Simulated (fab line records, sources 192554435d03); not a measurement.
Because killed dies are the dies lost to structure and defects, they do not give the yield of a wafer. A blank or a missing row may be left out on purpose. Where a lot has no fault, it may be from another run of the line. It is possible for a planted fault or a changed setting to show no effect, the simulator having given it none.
The tool behind it: which one? | flow n5_finfet | 10 lots, 29 wafers sampled, at 6 steps of a route of 1938

WHAT THE GAUGES SHOWED, per wafer
N5_BEOL_M4_RC_MEAS_101.
lot  | measured     | on        | DIBL_N (mV/V)  | DIBL_P (mV/V)  | IOFF_N (nA/um)    | IOFF_P (nA/um)    | ION_N (uA/um) | ION_P (uA/um) | SS_N (mV/dec)  | SS_P (mV/dec)  | VT_N (mV)         | VT_P (mV)
L494 | day 9 01:16  | prober-02 | 36.5 36.5 34.9 | 36.2 36.3 33.7 | 0.161 0.161 0.131 | 0.177 0.175 0.148 | 674 688 659   | 462 460 453   | 70.6 71.0 70.3 | 73.1 73.1 72.7 | 248.3 249.3 254.6 | -256 -255 -258
L496 | day 9 04:16  | prober-02 | 38.0 35.2 36.1 | 36.6 33.2 34.4 | 0.222 0.158 0.171 | 0.228 0.176 0.189 | 689 684 677   | 460 460 462   | 72.8 71.6 71.7 | 73.8 72.5 73.7 | 244.6 246.5 247.0 | -247 -251 -251
L503 | day 11 05:14 | prober-01 | 36.7 35.7 38.2 | 35.7 33.7 38.3 | 0.153 0.143 0.195 | 0.236 0.199 0.275 | 683 683 688   | 475 467 480   | 71.3 71.4 71.7 | 72.6 72.7 73.3 | 246.7 246.6 245.8 | -247 -253 -246
L504 | day 11 23:53 | prober-02 | 36.7 35.2 35.6 | 37.1 36.1 36.8 | 0.184 0.150 0.160 | 0.210 0.196 0.209 | 691 685 678   | 466 469 465   | 71.4 71.6 71.7 | 72.8 72.7 73.3 | 246.9 250.8 249.5 | -250 -252 -250
L505 | day 12 00:11 | prober-01 | 36.8 38.2 36.5 | 36.2 37.8 35.4 | 0.164 0.193 0.152 | 0.212 0.240 0.204 | 688 694 671   | 469 473 458   | 71.3 71.7 71.6 | 73.0 74.0 73.1 | 247.4 246.7 248.8 | -251 -249 -250
L507 | day 12 06:56 | prober-01 | 36.2 37.5 35.9 | 35.4 37.1 34.9 | 0.149 0.177 0.145 | 0.191 0.219 0.186 | 677 695 674   | 461 466 461   | 70.7 71.7 71.4 | 73.2 73.8 73.6 | 248.8 251.3 251.4 | -249 -248 -253
L509 | day 12 14:08 | prober-02 | 35.7 34.5 37.8 | 36.9 35.6 39.1 | 0.147 0.123 0.188 | 0.177 0.160 0.206 | 676 658 668   | 460 450 453   | 71.2 70.6 71.7 | 73.3 73.3 73.9 | 253.7 254.6 247.8 | -254 -257 -254
L508 | day 13 08:59 | prober-01 | 39.0 36.8 38.3 | 39.9 37.9 39.2 | 0.242 0.184 0.216 | 0.255 0.220 0.239 | 699 682 696   | 472 466 465   | 72.5 71.7 73.1 | 74.6 74.2 73.8 | 244.5 246.4 244.0 | -249 -250 -249
L510 | day 13 12:04 | prober-01 | 34.8 35.8      | 33.7 34.4      | 0.135 0.142       | 0.166 0.176       | 665 667       | 456 458       | 71.5 71.3      | 72.3 73.0      | 251.3 251.5       | -255 -253
L511 | day 13 11:52 | prober-02 | 37.6 38.0 36.0 | 36.6 37.1 34.8 | 0.173 0.187 0.149 | 0.171 0.183 0.158 | 673 680 673   | 447 453 451   | 71.0 72.1 71.1 | 73.9 73.8 73.6 | 248.9 248.6 251.8 | -255 -259 -258

WHAT TOOL EACH LOT RAN ON (gives the tool, then ch and the chambers of the sampled wafers, and finally the start)
lot  | N5_BEOL_M2_ANNEAL_91         | N5_BEOL_M2_SPUTTER_92        | N5_BEOL_M2_ECD_50              | N5_BEOL_M2_CMP_52             | N5_BEOL_M2_PRE_CLEAN_60
L494 | pvd_sputter-02, day 7 09:15  | pvd_sputter-02, day 7 09:23  | ecd_cu-02 ch 0,1, day 7 09:56  | cmp-03 ch 0,2, day 7 10:19    | cvd_co-02 ch 2, day 7 10:39
L496 | pvd_sputter-01, day 7 14:26  | pvd_sputter-01, day 7 14:35  | ecd_cu-01 ch 1, day 7 15:08    | cmp-04 ch 1,2, day 7 15:32    | cvd_co-01 ch 0,1,2, day 7 15:52
L503 | pvd_sputter-03, day 9 11:46  | pvd_sputter-03, day 9 11:54  | ecd_cu-01 ch 0,1, day 9 12:27  | cmp-03 ch 0,2,3, day 9 12:54  | cvd_co-02 ch 0,1, day 9 13:10
L504 | pvd_sputter-03, day 10 08:59 | pvd_sputter-03, day 10 09:08 | ecd_cu-01 ch 0,1, day 10 09:41 | cmp-03 ch 0,2,3, day 10 10:16 | cvd_co-02 ch 0,1,2, day 10 10:49
L505 | pvd_sputter-02, day 10 12:05 | pvd_sputter-02, day 10 12:14 | ecd_cu-01 ch 0,1, day 10 12:48 | cmp-01 ch 0,1, day 10 13:37   | cvd_co-01 ch 0,2, day 10 14:08
L507 | pvd_sputter-01, day 10 13:59 | pvd_sputter-01, day 10 14:08 | ecd_cu-01 ch 0,1, day 10 14:43 | cmp-04 ch 0,3, day 10 15:06   | cvd_co-01 ch 0,1,2, day 10 15:25
L509 | pvd_sputter-02, day 10 22:02 | pvd_sputter-02, day 10 22:10 | ecd_cu-01 ch 0,1, day 10 22:44 | cmp-04 ch 0,2,3, day 10 23:06 | cvd_co-02 ch 0,1, day 10 23:26
L508 | pvd_sputter-03, day 11 05:23 | pvd_sputter-03, day 11 05:32 | ecd_cu-01 ch 1, day 11 06:05   | cmp-03 ch 0,1, day 11 06:28   | cvd_co-02 ch 1,2, day 11 06:48
L510 | pvd_sputter-01, day 11 08:32 | pvd_sputter-01, day 11 08:39 | ecd_cu-01 ch 0,1, day 11 09:12 | cmp-01 ch 2,3, day 11 10:12   | cvd_co-02 ch 1,2, day 11 13:06
L511 | pvd_sputter-03, day 11 08:59 | pvd_sputter-03, day 11 09:08 | ecd_cu-02 ch 0,1, day 11 09:41 | cmp-04 ch 0,1,3, day 11 12:44 | cvd_co-02 ch 0,1,2, day 11 13:18
- N5_BEOL_M2_ANNEAL_91: time 240 s.
- N5_BEOL_M2_SPUTTER_92: material Cu, target thk 4.5 nm, time 8.29 s.
- N5_BEOL_M2_ECD_50: material Cu, target thk 300 nm.
- N5_BEOL_M2_CMP_52: polishes, stops on SiOC, t overpolish 6.8 s, target thk 40 nm.
- N5_BEOL_M2_PRE_CLEAN_60: time 15 s.

WHAT THE TOOLS THEMSELVES READ (means of the sampled wafers that have a number; where no wafer has one, the mark that the record gives instead)
N5_BEOL_M2_ANNEAL_91.
lot  | tool           | heater_power_w (W)
L494 | pvd_sputter-02 | 878
L496 | pvd_sputter-01 | 812
L503 | pvd_sputter-03 | 830
L504 | pvd_sputter-03 | 832
L505 | pvd_sputter-02 | 857
L507 | pvd_sputter-01 | 808
L509 | pvd_sputter-02 | 886
L508 | pvd_sputter-03 | 829
L510 | pvd_sputter-01 | 860
L511 | pvd_sputter-03 | 833

N5_BEOL_M2_SPUTTER_92.
lot  | tool           | throttle_valve_pct (%)
L494 | pvd_sputter-02 | 30.4
L496 | pvd_sputter-01 | 31.4
L503 | pvd_sputter-03 | 29.9
L504 | pvd_sputter-03 | 30.4
L505 | pvd_sputter-02 | 29.9
L507 | pvd_sputter-01 | 30.9
L509 | pvd_sputter-02 | 30.3
L508 | pvd_sputter-03 | 29.7
L510 | pvd_sputter-01 | 30.4
L511 | pvd_sputter-03 | 29.9

N5_BEOL_M2_CMP_52.
lot  | tool   | motor_current_A (A) | slurry_filter_dp_kPa (kPa) | time_to_endpoint_s (s)
L494 | cmp-03 | 5.8                 | 13.46                      | 61
L496 | cmp-04 | 5.8                 | 13.57                      | 65
L503 | cmp-03 | 6.1                 | 13.67                      | 62
L504 | cmp-03 | 6.2                 | 13.51                      | 60
L505 | cmp-01 | 5.8                 | 13.50                      | 61
L507 | cmp-04 | 5.2                 | 13.47                      | 64
L509 | cmp-04 | 5.5                 | 13.64                      | 68
L508 | cmp-03 | 6.3                 | 13.44                      | 33
L510 | cmp-01 | 5.1                 | 13.46                      | 44
L511 | cmp-04 | 5.9                 | 13.58                      | 66

N5_BEOL_M2_PRE_CLEAN_60.
lot  | tool      | heater_power_w (W)
L494 | cvd_co-02 | 52
L496 | cvd_co-01 | 76
L503 | cvd_co-02 | 83
L504 | cvd_co-02 | 78
L505 | cvd_co-01 | 80
L507 | cvd_co-01 | 76
L509 | cvd_co-02 | 83
L508 | cvd_co-02 | 57
L510 | cvd_co-02 | 60
L511 | cvd_co-02 | 77

THE ANSWER, worked out from the rows above alone
Rule: usual is defined by the lots themselves. Put in order of their means at a reading, lots are off if they are a third of the lots or fewer, leave a main group of 4 or more, and stand apart from it by a gap of 3 or more times the standard deviation of the main group's means; of several such gaps the widest counts. Not used: any main group whose means are identical at the precision the tables above print for the reading. Also off: a lot with no number at a reading for which 4 or more lots have one. All remaining lots with rows at the step are treated as sound. Order of review: gauges by route order, followed by the tools' own readings, for which a lot's mean as printed above is used. At the first step where some lot is off, the reading lying furthest off is the one used; lots without a number count as furthest.
Off: L508, L510, at N5_BEOL_M2_CMP_52 (time_to_endpoint_s). The main group has a mean of 63 s with a standard deviation of 2.6.
If a tool, at that step or one of the process steps before it, ran each lot that is off and ran no sound lot following the first of them, it fits. One fits: ecd_cu-01 at N5_BEOL_M2_ECD_50. A fault onset in the window from L509 (day 10 22:44, its last sound lot) to L508 (day 11 06:05, its first lot off) fits.

WHAT THE SIMULATOR HAD INSERTED
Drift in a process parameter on ecd_cu-01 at N5_BEOL_M2_ECD_50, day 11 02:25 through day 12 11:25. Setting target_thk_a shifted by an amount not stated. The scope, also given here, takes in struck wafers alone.
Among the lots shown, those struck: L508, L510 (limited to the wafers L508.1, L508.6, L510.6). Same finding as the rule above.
